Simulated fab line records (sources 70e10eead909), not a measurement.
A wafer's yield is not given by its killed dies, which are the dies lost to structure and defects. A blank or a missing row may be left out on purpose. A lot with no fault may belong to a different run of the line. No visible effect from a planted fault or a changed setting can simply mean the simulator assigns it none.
Chamber matching ; flow nand-harc ; ald-hk-01 running NHARC_A_STAIRCASE_ALD_420: 4 sister chambers
The step deposits SiO2, target thk 20 nm, pulse time 6 s, ald cycles 200. 18 wafers are shown with their chamber, then 9 later ones without.

== WAFERS, EACH WITH ITS CHAMBER ==
wafer;chamber;heater-power-w (W);precursor-pulse-height-rel
L679.1;0;478;0.985
L679.5;3;421;0.974
L679.6;2;506;1.014
L680.1;1;423;1.006
L680.2;2;520;0.966
L680.6;0;471;0.994
L685.2;2;506;1.019
L685.4;3;428;1.017
L685.6;2;519;0.985
L682.2;1;419;1.001
L682.3;3;418;0.996
L682.6;2;510;0.968
L681.1;1;417;0.996
L681.3;0;461;0.998
L681.5;3;432;0.998
L687.1;0;474;0.961
L687.2;2;513;1.045
L687.5;3;434;0.990

SIGNATURES, as means of the wafers listed above
reading;chamber 0;chamber 1;chamber 2;chamber 3;scatter within a chamber
heater-power-w;471.00;419.67;512.33;426.60;6.31
precursor-pulse-height-rel;0.98450;1.00100;0.99950;0.99500;0.0221
Rule: for a wafer and a chamber, the distance is found by dividing, reading by reading, the gap between the wafer's reading and the chamber's mean by the reading's scatter, squaring, summing and taking the root. If the next closest chamber is less than 2 further off than the closest, the wafer can't be placed; otherwise it belongs to the closest. The scatter is the square root of a quotient: the sum, over the shown wafers, of each reading's squared deviation from its chamber's mean, divided by wafers minus chambers.

== WAFERS WITH NO CHAMBER GIVEN ==
wafer;heater-power-w (W);precursor-pulse-height-rel
L686.1;518;0.977
L686.2;439;0.982
L686.3;472;0.984
L692.4;471;1.014
L692.5;476;0.971
L692.6;432;1.008
L693.3;505;1.010
L693.4;479;1.029
L693.6;431;1.012

== THE CHAMBER EACH PASSED THROUGH ==
wafer;from the rows above;in truth
L686.1;2;2
L686.2;can't be placed: 3 or 1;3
L686.3;0;0
L692.4;0;0
L692.5;0;0
L692.6;can't be placed: 3 or 1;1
L693.3;2;2
L693.4;0;0
L693.6;can't be placed: 3 or 1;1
6 of 9 placed correctly. Can't be placed from these rows: 3 (the true chamber is among the candidates in 3). Wrongly placed: 0.
